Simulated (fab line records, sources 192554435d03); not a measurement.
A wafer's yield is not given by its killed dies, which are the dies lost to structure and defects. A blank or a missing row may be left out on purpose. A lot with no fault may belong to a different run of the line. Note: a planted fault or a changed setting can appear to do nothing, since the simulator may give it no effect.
fab line records + flow n5_finfet
[record]
- lots = 9
- wafers = 26
- last_day = 17
route steps=1938 shown BEOL_M4@1111 BEOL_M15@1805 PASSIVATION@1936
lots that met no fault: from a run of the same line without faults
start_h: hours from the record's first day to the start of the lot's first wafer shown + wait_h: hours since the lot's step before + " same as the row above + L1.1+2: one row covering several wafers at once + - no value, or no start was given + * or withheld: withheld + < > ~ a bound
route shown NAME@n: NAME is a module with steps in the file, n the number in the route of the first one + usual: average and standard deviation across the fault-free wafers + same: alike in all rows + chamber/n: place in a boat + sites: readings site by site + _std_site: standard deviation of those values + _edge_site: the outer-site mean with the inner-site mean subtracted + radius_mm: how far each site lies from the wafer's centre + mask NAME#n: copy n + behind: the tool/chamber that last shaped the wafer + hold: why the lot went on hold/how many hours it stayed there/how the hold came to an end + device: which transistor (n, p or np) failed to switch + end of line: tests of these same wafers at the route's end + step lacking rows: just its recipe + killed: not the wafer's yield, but the dies lost to structure and defects at the first sort + map: a wafer's dies, x killed, . not, _ none there
set.NAME: setting as actually run; set.NAME@STEP: the setting as run at that earlier step + model.NAME: the simulator's own value behind a step, which no gauge read
one table for each step of the route and one row for each wafer, over a sample of lots
services: when a tool's chamber went out of use (start_h, in hours from the record's first day, below 0 if earlier), for how many hours, and the reason
[[steps]]
[step N5_BEOL_M4_RC_MEAS_101]
[usual]
- DIBL_N = 36.2/1.7
- DIBL_P = 36.2/2.2
- IOFF_N = 0.16/0.035
- IOFF_P = 0.21/0.042
- ION_N = 673/13
- ION_P = 462/7.9
- SS_N = 71.4/0.59
- SS_P = 73.2/0.7
- VT_N = 250/3.6
- VT_P = -251/3.5
| lot.wafer | tool      | chamber | start_h | wait_h | DIBL_N[mV/V] | DIBL_P[mV/V] | IOFF_N[nA/um] | IOFF_P[nA/um] | ION_N[uA/um] | ION_P[uA/um] | SS_N[mV/dec] | SS_P[mV/dec] | VT_N[mV] | VT_P[mV] |
|-----------|-----------|---------|---------|--------|--------------|--------------|---------------|---------------|--------------|--------------|--------------|--------------|----------|----------|
| L542.1    | prober-01 | 0       | 173.48  | 0.0    | 33.7         | 35.2         | 0.14          | 0.21          | 667          | 469          | 70.5         | 72.9         | 252      | -250     |
| L542.3    | "         | 0       | "       | "      | 35.4         | 37.1         | 0.16          | 0.23          | 674          | 473          | 71.1         | 73.2         | 250      | -248     |
| L542.4    | "         | 0       | "       | "      | 35.9         | 37.6         | 0.18          | 0.23          | 682          | 473          | 71.9         | 74.0         | 248      | -250     |
| L544.1    | prober-02 | 0       | 178.17  | 0.0    | 35.5         | 34.9         | 0.14          | 0.19          | 667          | 464          | 70.9         | 73.4         | 251      | -251     |
| L544.3    | "         | 0       | "       | "      | 34.1         | 33.8         | 0.12          | 0.18          | 673          | 467          | 70.8         | 72.8         | 250      | -254     |
| L544.6    | "         | 0       | "       | "      | 36.4         | 35.9         | 0.17          | 0.21          | 689          | 467          | 71.2         | 72.6         | 247      | -250     |
| L545.3    | prober-01 | 0       | 188.95  | 0.3    | 39.8         | 39.1         | 0.22          | 0.28          | 680          | 468          | 71.3         | 74.4         | 246      | -248     |
| L545.5    | "         | 0       | "       | "      | 41.5         | 41.8         | 0.28          | 0.36          | 688          | 478          | 72.1         | 74.7         | 243      | -243     |
| L547.1    | prober-02 | 0       | 211.46  | 0.0    | 37.3         | 37.1         | 0.18          | 0.24          | 676          | 468          | 71.6         | 72.4         | 249      | -248     |
| L547.2    | "         | 0       | "       | "      | 37.1         | 38.6         | 0.19          | 0.27          | 691          | 477          | 71.7         | 73.7         | 246      | -247     |
| L547.3    | "         | 0       | "       | "      | 36.5         | 36.5         | 0.16          | 0.22          | 682          | 463          | 71.3         | 72.6         | 250      | -250     |
| L550.1    | prober-01 | 0       | 237.61  | 0.0    | 36.3         | 36.0         | 0.15          | 0.20          | 673          | 459          | 71.0         | 73.7         | 253      | -253     |
| L550.3    | "         | 0       | "       | "      | 38.6         | 38.3         | 0.20          | 0.24          | 670          | 456          | 71.4         | 74.2         | 248      | -251     |
| L550.6    | "         | 0       | "       | "      | 37.6         | 36.5         | 0.17          | 0.21          | 671          | 462          | 72.3         | 73.1         | 248      | -250     |
| L554.1    | prober-01 | 0       | 244.91  | 0.0    | 37.7         | 39.0         | 0.17          | 0.26          | 668          | 463          | 71.2         | 73.8         | 251      | -245     |
| L554.2    | "         | 0       | "       | "      | 34.2         | 34.5         | 0.12          | 0.19          | 659          | 464          | 71.6         | 72.0         | 252      | -250     |
| L554.5    | "         | 0       | "       | "      | 35.3         | 36.8         | 0.14          | 0.22          | 666          | 460          | 71.3         | 73.0         | 250      | -248     |
| L557.2    | prober-02 | 0       | 277.09  | 0.2    | 36.2         | 35.5         | 0.16          | 0.21          | 670          | 465          | 71.2         | 73.1         | 251      | -249     |
| L557.3    | "         | 0       | "       | "      | 35.4         | 35.1         | 0.16          | 0.21          | 677          | 468          | 71.6         | 73.0         | 249      | -249     |
| L557.4    | "         | 0       | "       | "      | 36.9         | 37.5         | 0.17          | 0.24          | 676          | 462          | 72.2         | 73.1         | 249      | -249     |
| L559.2    | prober-01 | 0       | 287.95  | 0.2    | 35.2         | 34.0         | 0.13          | 0.18          | 668          | 460          | 71.4         | 72.7         | 250      | -253     |
| L559.4    | "         | 0       | "       | "      | 37.4         | 36.2         | 0.18          | 0.22          | 685          | 467          | 71.3         | 72.8         | 245      | -251     |
| L559.6    | "         | 0       | "       | "      | 36.4         | 34.2         | 0.15          | 0.19          | 661          | 455          | 70.8         | 73.1         | 249      | -252     |
| L562.1    | prober-02 | 0       | 303.62  | 0.0    | 37.0         | 36.1         | 0.16          | 0.21          | 668          | 459          | 71.3         | 72.9         | 251      | -250     |
| L562.2    | "         | 0       | "       | "      | 34.4         | 33.8         | 0.12          | 0.17          | 666          | 457          | 71.0         | 71.9         | 255      | -253     |
| L562.3    | "         | 0       | "       | "      | 37.7         | 37.8         | 0.18          | 0.24          | 678          | 459          | 71.8         | 73.3         | 247      | -249     |
[step N5_BEOL_M15_OVL_MEAS_29]
[recipe]
- points_per_wafer = 44
[usual]
- M15_OVL = -5/5.4
[same]
- points_per_wafer = 44
| lot.wafer | tool       | chamber | start_h | wait_h | M15_OVL[nm] |
|-----------|------------|---------|---------|--------|-------------|
| L542.1    | overlay-02 | 0       | 261.59  | 0.0    | -10         |
| L542.3    | "          | 0       | "       | "      | -2          |
| L542.4    | "          | 0       | "       | "      | -1          |
| L544.1    | overlay-01 | 0       | 267.12  | 0.0    | -11         |
| L544.3    | "          | 0       | "       | "      | -7          |
| L544.6    | "          | 0       | "       | "      | -15         |
| L545.3    | overlay-02 | 0       | 276.69  | 0.0    | -6          |
| L545.5    | "          | 0       | "       | "      | -11         |
| L547.1    | overlay-01 | 0       | 293.41  | 0.0    | 0           |
| L547.2    | "          | 0       | "       | "      | 1           |
| L547.3    | "          | 0       | "       | "      | -10         |
| L550.1    | overlay-01 | 0       | 327.91  | 0.0    | -12         |
| L550.3    | "          | 0       | "       | "      | -18         |
| L550.6    | "          | 0       | "       | "      | -14         |
| L554.1    | overlay-02 | 0       | 333.21  | 0.0    | -9          |
| L554.2    | "          | 0       | "       | "      | -9          |
| L554.5    | "          | 0       | "       | "      | -13         |
| L557.2    | overlay-01 | 0       | 370.20  | 0.0    | -6          |
| L557.3    | "          | 0       | "       | "      | -4          |
| L557.4    | "          | 0       | "       | "      | -4          |
| L559.2    | overlay-02 | 0       | 371.29  | 0.0    | -3          |
| L559.4    | "          | 0       | "       | "      | 0           |
| L559.6    | "          | 0       | "       | "      | -3          |
| L562.1    | overlay-02 | 0       | 393.47  | 0.0    | 1           |
| L562.2    | "          | 0       | "       | "      | 5           |
| L562.3    | "          | 0       | "       | "      | -2          |
[step N5_BEOL_M15_STRIP_37]
[recipe]
- chemistry = O2
- power_w = 600
- temp_c = 60
- pressure_mtorr = 30
- rf_frequency_hz = 6e+07
- bias_power_w = 0
- overash_fraction = 0.3
- o2_flow_sccm = 225
[usual]
- chamber_pressure_mTorr = 30.00/0.035
- drypump_motor_current_A = 5.5/0.44
- oes_product_au = 0.78/0.088
- rf_vpp_V = 3.6/0.63
- showerhead_plenum_p_Torr = 2.16/0.064
- temp_c = 60.00/0.11
- throttle_valve_pct = 16.76/0.29
| lot.wafer | tool        | chamber | start_h | wait_h | chamber_pressure_mTorr | drypump_motor_current_A | oes_product_au | rf_hours_counter_h | rf_vpp_V | showerhead_plenum_p_Torr | temp_c | throttle_valve_pct |
|-----------|-------------|---------|---------|--------|------------------------|-------------------------|----------------|--------------------|----------|--------------------------|--------|--------------------|
| L542.1    | rie_diel-02 | 0       | -       | -      | 29.99                  | 5.2                     | 0.73           | 181                | 3.2      | 2.18                     | 60.09  | 17.13              |
| L542.3    | "           | 2       | "       | "      | 29.97                  | 5.0                     | 0.92           | 26                 | 3.4      | 2.21                     | 59.90  | 16.24              |
| L542.4    | "           | 1       | "       | "      | 30.03                  | 5.6                     | 0.93           | 24                 | 3.5      | 2.23                     | 60.11  | 16.80              |
| L544.1    | rie_diel-02 | 0       | -       | -      | 30.00                  | 5.2                     | 0.73           | 182                | 3.9      | 2.18                     | 60.15  | 17.14              |
| L544.3    | "           | 3       | "       | "      | 30.04                  | 5.5                     | 0.72           | 177                | 3.8      | 2.16                     | 60.02  | 16.86              |
| L544.6    | "           | 2       | "       | "      | 30.03                  | 5.0                     | 0.92           | -                  | 3.1      | 2.21                     | 59.75  | 16.25              |
| L545.3    | rie_diel-06 | 2       | -       | -      | 29.96                  | 5.9                     | 0.91           | 16                 | 4.2      | 2.05                     | 59.81  | 16.55              |
| L545.5    | "           | 1       | "       | "      | 29.98                  | 6.6                     | 0.85           | -                  | 4.3      | 2.20                     | 59.97  | 16.30              |
| L547.1    | rie_diel-02 | 1       | -       | -      | 29.97                  | 5.6                     | 0.91           | 32                 | 3.7      | 2.23                     | 59.99  | 16.83              |
| L547.2    | "           | 2       | "       | "      | 30.02                  | 5.0                     | 0.90           | 34                 | 3.2      | 2.21                     | 59.96  | 16.25              |
| L547.3    | "           | 0       | "       | "      | 30.01                  | 5.2                     | 0.71           | 190                | 4.6      | 2.18                     | 60.11  | 17.15              |
| L550.1    | rie_diel-02 | 1       | -       | -      | 29.99                  | 5.6                     | 0.90           | 42                 | 3.8      | 2.22                     | 60.17  | 16.86              |
| L550.3    | "           | 3       | "       | "      | 30.04                  | 5.5                     | 0.71           | 193                | 3.7      | 2.15                     | 59.89  | 16.88              |
| L550.6    | "           | 0       | "       | "      | 29.99                  | 5.2                     | 0.71           | -                  | 3.8      | 2.17                     | 60.11  | 17.19              |
| L554.1    | rie_diel-02 | 3       | -       | -      | 30.01                  | 5.5                     | 0.72           | 196                | 3.6      | 2.15                     | 60.08  | 16.89              |
| L554.2    | "           | 0       | "       | "      | 29.98                  | 5.2                     | 0.70           | 202                | 3.9      | 2.17                     | 60.12  | 17.19              |
| L554.5    | "           | 3       | "       | "      | 29.96                  | 5.5                     | 0.71           | -                  | 4.4      | 2.15                     | 59.92  | 16.88              |
| L557.2    | rie_diel-06 | 0       | -       | -      | 30.01                  | 5.1                     | 0.71           | 210                | 3.6      | 1.97                     | 59.95  | 16.75              |
| L557.3    | "           | 1       | "       | "      | 29.99                  | 6.6                     | 0.81           | 92                 | 2.8      | 2.19                     | 59.96  | 16.35              |
| L557.4    | "           | 3       | "       | "      | 29.98                  | 6.5                     | 0.70           | 213                | 3.4      | 2.16                     | 60.00  | 16.63              |
| L559.2    | rie_diel-02 | 2       | -       | -      | 29.97                  | 5.0                     | 0.87           | 54                 | 4.1      | 2.20                     | 60.11  | 16.27              |
| L559.4    | "           | 3       | "       | "      | 30.03                  | 5.5                     | 0.70           | 206                | 4.5      | 2.15                     | 60.06  | 16.91              |
| L559.6    | "           | 0       | "       | "      | 30.03                  | 5.2                     | 0.71           | -                  | 3.5      | 2.17                     | 60.00  | 17.20              |
| L562.1    | rie_diel-06 | 2       | -       | -      | 30.02                  | 5.9                     | 0.84           | 49                 | 3.6      | 2.04                     | 59.91  | 16.60              |
| L562.2    | "           | 3       | "       | "      | 29.95                  | 6.5                     | 0.69           | 222                | 3.7      | 2.16                     | 60.01  | 16.64              |
| L562.3    | "           | 1       | "       | "      | 30.01                  | 6.6                     | 0.79           | 101                | 2.7      | 2.19                     | 59.98  | 16.38              |
[step N5_BEOL_M15_ETCH_38]
[recipe]
- chemistry = CF4/N2
- target = SiCN
- target_depth_a = 1064
- taper_deg = 2
- time_s = 120.5
- ion_energy_ev = 150
- mask_material = SiO2
- pressure_mtorr = 40
- source_w = 430
- bias_w = 70
- Ar_flow_sccm = 100
- cf4_flow_sccm = 60
- n2_flow_sccm = 60
[usual]
- bias_w = 70.01/0.19
- cf4_flow_sccm = 60.00/0.2
- chamber_pressure_mTorr = 40.00/0.036
- drypump_motor_current_A = 5.5/0.44
- oes_product_au = 0.78/0.087
- rf_vpp_V = 383.9/1.8
- showerhead_plenum_p_Torr = 2.27/0.067
- throttle_valve_pct = 15.55/0.26
| lot.wafer | tool        | chamber | start_h | wait_h | bias_w | cf4_flow_sccm | chamber_pressure_mTorr | drypump_motor_current_A | oes_product_au | rf_hours_counter_h | rf_vpp_V | showerhead_plenum_p_Torr | throttle_valve_pct |
|-----------|-------------|---------|---------|--------|--------|---------------|------------------------|-------------------------|----------------|--------------------|----------|--------------------------|--------------------|
| L542.1    | rie_diel-02 | 0       | 263.77  | -      | 70.07  | 60.13         | 39.98                  | 5.2                     | 0.72           | 181                | 384.2    | 2.27                     | 15.85              |
| L542.3    | "           | 2       | "       | "      | 69.98  | 60.01         | 39.97                  | 5.0                     | 0.89           | 26                 | 385.2    | 2.35                     | 15.13              |
| L542.4    | "           | 1       | "       | "      | 69.89  | 60.15         | 40.05                  | 5.7                     | 0.95           | 24                 | 385.7    | 2.33                     | 15.48              |
| L544.1    | rie_diel-02 | 0       | 269.23  | -      | -      | -             | -                      | -                       | -              | -                  | -        | -                        | -                  |
| L544.3    | "           | 3       | "       | "      | -      | -             | -                      | -                       | -              | -                  | -        | -                        | -                  |
| L544.6    | "           | 2       | "       | "      | -      | -             | -                      | -                       | -              | -                  | -        | -                        | -                  |
| L545.3    | rie_diel-06 | 2       | 278.40  | -      | -      | -             | -                      | -                       | -              | -                  | -        | -                        | -                  |
| L545.5    | "           | 1       | "       | "      | -      | -             | -                      | -                       | -              | -                  | -        | -                        | -                  |
| L547.1    | rie_diel-02 | 1       | 297.89  | -      | 70.24  | 60.45         | 39.97                  | 5.7                     | 0.93           | 32                 | 386.4    | 2.33                     | 15.51              |
| L547.2    | "           | 2       | "       | "      | 69.85  | 59.94         | 39.98                  | 5.0                     | 0.88           | 35                 | 385.2    | 2.35                     | 15.16              |
| L547.3    | "           | 0       | "       | "      | 70.00  | 59.83         | 39.96                  | 5.2                     | 0.71           | 190                | 382.5    | 2.27                     | 15.85              |
| L550.1    | rie_diel-02 | 1       | 328.59  | -      | 70.06  | 59.80         | 39.95                  | 5.7                     | 0.91           | 42                 | 385.2    | 2.32                     | 15.54              |
| L550.3    | "           | 3       | "       | "      | 70.00  | 59.47         | 40.01                  | 5.5                     | 0.71           | 193                | 385.2    | 2.28                     | 15.75              |
| L550.6    | "           | 0       | "       | "      | 70.01  | 59.56         | 39.98                  | 5.2                     | 0.70           | -                  | 383.9    | 2.27                     | 15.87              |
| L554.1    | rie_diel-02 | 3       | 333.74  | -      | 69.96  | 60.11         | 39.94                  | 5.5                     | 0.71           | 196                | 382.2    | 2.28                     | 15.75              |
| L554.2    | "           | 0       | "       | "      | 70.00  | 59.88         | 39.98                  | 5.2                     | 0.71           | 202                | 385.0    | 2.27                     | 15.89              |
| L554.5    | "           | 3       | "       | "      | 70.16  | 60.19         | 39.94                  | 5.5                     | 0.71           | -                  | 383.3    | 2.28                     | 15.75              |
| L557.2    | rie_diel-06 | 0       | 371.54  | -      | 69.90  | 60.11         | 39.94                  | 5.1                     | 0.69           | 210                | 379.3    | 2.09                     | 15.59              |
| L557.3    | "           | 1       | "       | "      | 70.23  | 59.97         | 40.00                  | 6.6                     | 0.79           | 92                 | 384.3    | 2.31                     | 15.20              |
| L557.4    | "           | 3       | "       | "      | 70.12  | 59.76         | 40.02                  | 6.5                     | 0.69           | 213                | 384.9    | 2.27                     | 15.41              |
| L559.2    | rie_diel-02 | 2       | 372.29  | -      | 70.18  | 60.13         | 40.03                  | 5.0                     | 0.85           | 55                 | 386.1    | 2.34                     | 15.19              |
| L559.4    | "           | 3       | "       | "      | 69.89  | 59.92         | 40.05                  | 5.5                     | 0.71           | 206                | 384.1    | 2.28                     | 15.77              |
| L559.6    | "           | 0       | "       | "      | 69.83  | 59.82         | 39.99                  | 5.2                     | 0.70           | -                  | 384.8    | 2.26                     | 15.90              |
| L562.1    | rie_diel-06 | 2       | 396.00  | -      | 70.11  | 59.66         | 39.98                  | 5.9                     | 0.85           | 49                 | 379.6    | 2.15                     | 15.40              |
| L562.2    | "           | 3       | "       | "      | 69.60  | 60.28         | 39.98                  | 6.5                     | 0.69           | 222                | 382.8    | 2.26                     | 15.40              |
| L562.3    | "           | 1       | "       | "      | 70.21  | 60.38         | 39.96                  | 6.6                     | 0.79           | 101                | 385.1    | 2.31                     | 15.21              |
[step N5_BEOL_M15_SPUTTER_44]
[recipe]
- material = Ta
- target_thk_a = 150
- temp_c = 50
- bias_v = 80
- power_w = 15000
- chamber_pressure_pa = 0.07
- time_s = 24.19
[usual]
- substrate_temp_c = 49.99/0.11
- throttle_valve_pct = 30.3/1.3
| lot.wafer | tool           | chamber | start_h | wait_h | substrate_temp_c | throttle_valve_pct |
|-----------|----------------|---------|---------|--------|------------------|--------------------|
| L542.1    | pvd_sputter-01 | -       | 264.43  | 0.0    | 49.97            | 31.6               |
| L542.3    | "              | -       | "       | "      | 49.91            | 28.7               |
| L542.4    | "              | -       | "       | "      | 50.29            | 30.1               |
| L544.1    | pvd_sputter-03 | -       | 270.20  | 0.0    | 49.98            | 29.8               |
| L544.3    | "              | -       | "       | "      | 50.11            | 32.0               |
| L544.6    | "              | -       | "       | "      | 50.07            | 32.2               |
| L545.3    | pvd_sputter-01 | -       | 279.09  | 0.0    | 49.92            | 31.2               |
| L545.5    | "              | -       | "       | "      | 49.92            | 28.9               |
| L547.1    | pvd_sputter-03 | -       | 298.39  | 0.0    | 50.18            | 32.2               |
| L547.2    | "              | -       | "       | "      | 49.96            | 28.4               |
| L547.3    | "              | -       | "       | "      | 49.83            | 30.0               |
| L550.1    | pvd_sputter-02 | -       | 329.14  | 0.0    | 49.99            | 31.2               |
| L550.3    | "              | -       | "       | "      | 49.84            | 29.9               |
| L550.6    | "              | -       | "       | "      | 49.85            | 29.8               |
| L554.1    | pvd_sputter-01 | -       | 334.18  | 0.0    | 49.91            | 31.3               |
| L554.2    | "              | -       | "       | "      | 49.97            | 29.2               |
| L554.5    | "              | -       | "       | "      | 50.05            | 31.0               |
| L557.2    | pvd_sputter-03 | -       | 372.52  | 0.0    | 50.14            | 28.7               |
| L557.3    | "              | -       | "       | "      | 50.08            | 30.0               |
| L557.4    | "              | -       | "       | "      | 49.84            | 32.4               |
| L559.2    | pvd_sputter-03 | -       | 373.08  | 0.0    | 50.00            | 30.2               |
| L559.4    | "              | -       | "       | "      | 49.97            | 32.0               |
| L559.6    | "              | -       | "       | "      | 50.07            | 30.3               |
| L562.1    | pvd_sputter-03 | -       | 396.47  | 0.0    | 49.98            | 30.2               |
| L562.2    | "              | -       | "       | "      | 49.99            | 29.5               |
| L562.3    | "              | -       | "       | "      | 49.93            | 28.4               |
[step N5_PASSIVATION_PROBE_49]
[usual]
- defect_limited_yield = 91.4/1.4
- killed_at_M0_to_M3 = 31/10
- killed_at_M4_up = 14/5.6
- killed_at_contacts = 13/6.3
- killed_at_front_end = 39/10
- killed_at_other = 4/3.1
- killed_dies = 101/16
- killed_on_rim = 13/3.9
- killed_open = 65/13
- killed_short = 34/7.2
- sort_bin_5_function = 5.1/0.88
- sort_bin_6_memory = 3.2/0.66
- sort_n_pass = 1079/16
- sort_yield_pct = 91.4/1.4
[same]
- gross_dies = 1180
- killed_at_back_side = 0
- sort_bin_4_leakage[%] = 0
- sort_bin_8_speed[%] = 0
| lot.wafer | tool      | chamber | start_h | wait_h | defect_limited_yield[%] | killed_at_M0_to_M3 | killed_at_M4_up | killed_at_contacts | killed_at_front_end | killed_at_other | killed_dies | killed_on_rim | killed_open | killed_short | sort_bin_5_function[%] | sort_bin_6_memory[%] | sort_n_pass | sort_yield_pct[%] |
|-----------|-----------|---------|---------|--------|-------------------------|--------------------|-----------------|--------------------|---------------------|-----------------|-------------|---------------|-------------|--------------|------------------------|----------------------|-------------|-------------------|
| L544.1    | prober-02 | -       | 286.84  | 0.0    | 0                       | 44                 | 1087            | 5                  | 34                  | 10              | 1180        | 152           | 74          | 35           | 97.3                   | 2.6                  | 0           | 0                 |
| L544.3    | prober-02 | -       | 286.94  | 0.1    | 0                       | 43                 | 1098            | 12                 | 22                  | 5               | 1180        | 152           | 80          | 32           | 96.2                   | 3.6                  | 0           | 0                 |
| L544.6    | prober-02 | -       | 287.09  | 0.3    | 0                       | 32                 | 1103            | 12                 | 28                  | 5               | 1180        | 152           | 62          | 35           | 96.5                   | 3.2                  | 0           | 0                 |
| L545.3    | prober-02 | -       | 294.51  | 0.1    | 0                       | 39                 | 1071            | 24                 | 36                  | 10              | 1180        | 152           | 78          | 42           | 95.0                   | 4.6                  | 0           | 0                 |
| L545.5    | prober-02 | -       | 294.61  | 0.2    | 0                       | 47                 | 1080            | 20                 | 26                  | 7               | 1180        | 152           | 81          | 28           | 96.1                   | 3.6                  | 0           | 0                 |
| L557.2    | prober-02 | -       | 388.07  | 0.1    | 90.3                    | 36                 | 8               | 14                 | 44                  | 13              | 115         | 11            | 80          | 35           | 5.6                    | 3.8                  | 1065        | 90.3              |
| L557.3    | prober-02 | -       | 388.12  | 0.1    | 90.9                    | 40                 | 9               | 18                 | 37                  | 3               | 107         | 13            | 68          | 38           | 5.5                    | 3.6                  | 1073        | 90.9              |
| L557.4    | prober-02 | -       | 388.17  | 0.2    | 89.5                    | 35                 | 12              | 27                 | 45                  | 5               | 124         | 15            | 80          | 43           | 6.2                    | 3.8                  | 1056        | 89.5              |
// killed by level:class
L544.1 BEOL_M15:area_etch=1071 BEOL_M3:geometric_particle:open=10 BEOL_M2:geometric_particle:open=9 DUMMY_GATE:geometric_particle:open=9 BEOL_M0_SAQP:geometric_particle:short=8 BEOL_M0_SAQP:geometric_particle:open=8 BEOL_M4:geometric_particle:short=6 BEOL_M1:geometric_particle:open=6
L544.3 BEOL_M15:area_etch=1066 BEOL_M4:geometric_particle:open=21 BEOL_M2:geometric_particle:open=14 BEOL_M0_SAQP:geometric_particle:short=10 MOL_CONTACT_COAG:geometric_particle:open=9 BEOL_M3:geometric_particle:open=7 STI_FIN_REVEAL:geometric_particle:open=5 STARTING-WAFER:geometric_particle:open=4
L544.6 BEOL_M15:area_etch=1083 BEOL_M4:geometric_particle:open=14 MOL_CONTACT_COAG:geometric_particle:open=7 BEOL_M0_SAQP:geometric_particle:short=7 STI_FIN_REVEAL:geometric_particle:open=6 BEOL_M0_SAQP:geometric_particle:open=6 MOL_CONTACT_COAG:geometric_particle:short=5 BEOL_M3:geometric_particle:open=5
L545.3 BEOL_M15:area_etch=1057 MOL_CONTACT_COAG:geometric_particle:open=17 BEOL_M0_SAQP:geometric_particle:open=10 GATE_CUT:geometric_particle:short=8 BEOL_M3:geometric_particle:open=8 FIN_SAQP:geometric_particle:open=7 MOL_CONTACT_COAG:geometric_particle:short=7 BEOL_M1:geometric_particle:open=7
L545.5 BEOL_M15:area_etch=1071 MOL_CONTACT_COAG:geometric_particle:open=18 BEOL_M3:geometric_particle:open=15 BEOL_M0_SAQP:geometric_particle:open=13 BEOL_M0_SAQP:geometric_particle:short=9 STI_FIN_REVEAL:geometric_particle:open=6 DUMMY_GATE:geometric_particle:open=5 BEOL_M1:geometric_particle:open=4
L557.2 MOL_CONTACT_COAG:geometric_particle:open=13 FIN_SAQP:geometric_particle:short=11 FIN_SAQP:geometric_particle:open=11 BEOL_M3:geometric_particle:open=8 STI_FIN_REVEAL:geometric_particle:open=8 BEOL_M0_SAQP:geometric_particle:short=7 BEOL_M2:geometric_particle:open=6 BEOL_M1:geometric_particle:open=5
L557.3 MOL_CONTACT_COAG:geometric_particle:open=14 FIN_SAQP:geometric_particle:short=13 BEOL_M0_SAQP:geometric_particle:open=8 FIN_SAQP:geometric_particle:open=7 DUMMY_GATE:geometric_particle:open=7 BEOL_M0_SAQP:geometric_particle:short=7 BEOL_M1:geometric_particle:open=7 BEOL_M3:geometric_particle:open=5
L557.4 MOL_CONTACT_COAG:geometric_particle:open=24 FIN_SAQP:geometric_particle:open=9 FIN_SAQP:geometric_particle:short=9 STI_FIN_REVEAL:geometric_particle:open=9 BEOL_M1:geometric_particle:open=7 STI_FIN_REVEAL:geometric_particle:short=5 BEOL_M0_SAQP:geometric_particle:short=5 BEOL_M3:geometric_particle:open=5
[[services]]
| tool           | chamber | start_h | hours | kind   |
|----------------|---------|---------|-------|--------|
| rie_diel-06    | 2       | 290.72  | 8.7   | repair |
| rie_diel-06    | 1       | 313.56  | 3.6   | repair |
| rie_diel-06    | -       | 324.61  | 2.8   | pm     |
| rie_diel-02    | 2       | 330.09  | 1.6   | repair |
| rie_diel-06    | 0       | 339.69  | 7.4   | repair |
| pvd_sputter-03 | -       | 355.26  | 3.1   | repair |
| rie_diel-06    | 2       | 385.88  | 2.4   | repair |
[[key]]
[first_sign]
- step = N5_BEOL_M15_ETCH_38
- reading = tool_record
- direction = missing
[effect]
- step = N5_PASSIVATION_PROBE_49
- reading = killed_at_M4_up
- direction = up
- sigmas = 99+
- usual = 14
- struck = 1088
[more_kills_born_at]
- N5_BEOL_M15_ETCH_38@rie_diel-02 = 3220
- N5_BEOL_M15_ETCH_38@rie_diel-06 = 2128
met_at N5_BEOL_M15_ETCH_38
struck_lots L544,L545
later_rows_left_out L544.1,L544.3,L544.6,L545.3,L545.5
not_acting_at N5_BEOL_M15_OVL_MEAS_29,N5_BEOL_M15_STRIP_37,N5_BEOL_M15_SPUTTER_44
onset_between 263.77 269.23
[fault]
- kind = skipped_step_whole
- tool = rie_diel-02,rie_diel-06
- chamber = -
- onset_h = 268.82
- steps = N5_BEOL_M15_ETCH_38
- scope = struck_lots_only
// later_rows_left_out: the simulator's readings of these wafers behind a module that went badly wrong aren't trusted and aren't shown, but for the sort
